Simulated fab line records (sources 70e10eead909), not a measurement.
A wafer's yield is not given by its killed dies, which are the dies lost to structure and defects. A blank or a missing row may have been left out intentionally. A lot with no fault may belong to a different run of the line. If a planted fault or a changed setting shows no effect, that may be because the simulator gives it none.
Matching of chambers || flow nand-harc || ald-metal-03 running NHARC_P_CONTACT_ALD_22: 4 sister chambers
The step deposits TiN, target thk 3 nm, pulse time 1 s, ald cycles 150. 8 wafers are shown with their chamber, then 12 later ones without.

== WAFERS WITH THEIR CHAMBER ==
{"wafer": "L082.1", "chamber": 3, "heater-power-w (W)": 986, "precursor-pulse-height-rel": 0.978}
{"wafer": "L086.1", "chamber": 2, "heater-power-w (W)": 1042, "precursor-pulse-height-rel": 0.988}
{"wafer": "L086.6", "chamber": 2, "heater-power-w (W)": 1014, "precursor-pulse-height-rel": 1.006}
{"wafer": "L088.2", "chamber": 0, "heater-power-w (W)": 1057, "precursor-pulse-height-rel": 1.000}
{"wafer": "L088.4", "chamber": 3, "heater-power-w (W)": 1040, "precursor-pulse-height-rel": 1.029}
{"wafer": "L089.2", "chamber": 0, "heater-power-w (W)": 1069, "precursor-pulse-height-rel": 0.987}
{"wafer": "L089.4", "chamber": 1, "heater-power-w (W)": 1110, "precursor-pulse-height-rel": 0.972}
{"wafer": "L089.5", "chamber": 1, "heater-power-w (W)": 1114, "precursor-pulse-height-rel": 1.036}

== WAFERS MISSING THEIR CHAMBER ==
{"wafer": "L089.1", "heater-power-w (W)": 1018, "precursor-pulse-height-rel": 0.994}
{"wafer": "L089.3", "heater-power-w (W)": 996, "precursor-pulse-height-rel": 1.014}
{"wafer": "L089.6", "heater-power-w (W)": 1056, "precursor-pulse-height-rel": 1.048}
{"wafer": "L092.1", "heater-power-w (W)": 1033, "precursor-pulse-height-rel": 1.008}
{"wafer": "L092.3", "heater-power-w (W)": 1007, "precursor-pulse-height-rel": 0.986}
{"wafer": "L092.4", "heater-power-w (W)": 1026, "precursor-pulse-height-rel": 0.993}
{"wafer": "L093.1", "heater-power-w (W)": 1044, "precursor-pulse-height-rel": 0.980}
{"wafer": "L093.5", "heater-power-w (W)": 1026, "precursor-pulse-height-rel": 0.988}
{"wafer": "L093.6", "heater-power-w (W)": 1062, "precursor-pulse-height-rel": 0.992}
{"wafer": "L096.2", "heater-power-w (W)": 1005, "precursor-pulse-height-rel": 0.995}
{"wafer": "L096.5", "heater-power-w (W)": 1005, "precursor-pulse-height-rel": 1.040}
{"wafer": "L096.6", "heater-power-w (W)": 1105, "precursor-pulse-height-rel": 1.023}

== CHAMBER TAKEN BY EACH ==
{"wafer": "L089.1", "from the rows above": "can't be placed: 3 or 2 or 0", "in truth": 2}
{"wafer": "L089.3", "from the rows above": "can't be placed: 3 or 2", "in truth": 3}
{"wafer": "L089.6", "from the rows above": "can't be placed: 0 or 2 or 3 or 1", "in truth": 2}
{"wafer": "L092.1", "from the rows above": "can't be placed: 2 or 3 or 0", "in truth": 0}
{"wafer": "L092.3", "from the rows above": "can't be placed: 3 or 2 or 0", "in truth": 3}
{"wafer": "L092.4", "from the rows above": "can't be placed: 2 or 3 or 0", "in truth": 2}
{"wafer": "L093.1", "from the rows above": "can't be placed: 2 or 0 or 3", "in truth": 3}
{"wafer": "L093.5", "from the rows above": "can't be placed: 2 or 3 or 0", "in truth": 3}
{"wafer": "L093.6", "from the rows above": "can't be placed: 0 or 2", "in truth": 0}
{"wafer": "L096.2", "from the rows above": "can't be placed: 3 or 2", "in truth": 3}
{"wafer": "L096.5", "from the rows above": "can't be placed: 3 or 2 or 0", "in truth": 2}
{"wafer": "L096.6", "from the rows above": "can't be placed: 1 or 0", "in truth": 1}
0 of 12 placed correctly. Can't be placed from these rows: 12 (the true chamber is among the candidates in 12). Wrongly placed: 0.
How it was worked out, from the rows above alone: a wafer's distance from a chamber is the root of the sum, over the readings, of the square of ((its reading less the chamber's mean) divided by the reading's scatter). The wafer belongs to the nearest chamber; if the next one is less than 2 further off, it can't be placed. The mean given for a chamber averages the wafers shown for that chamber. The scatter: take each reading less its chamber's mean, square it, sum over the shown wafers, divide by the number of wafers less the number of chambers, and take the root.
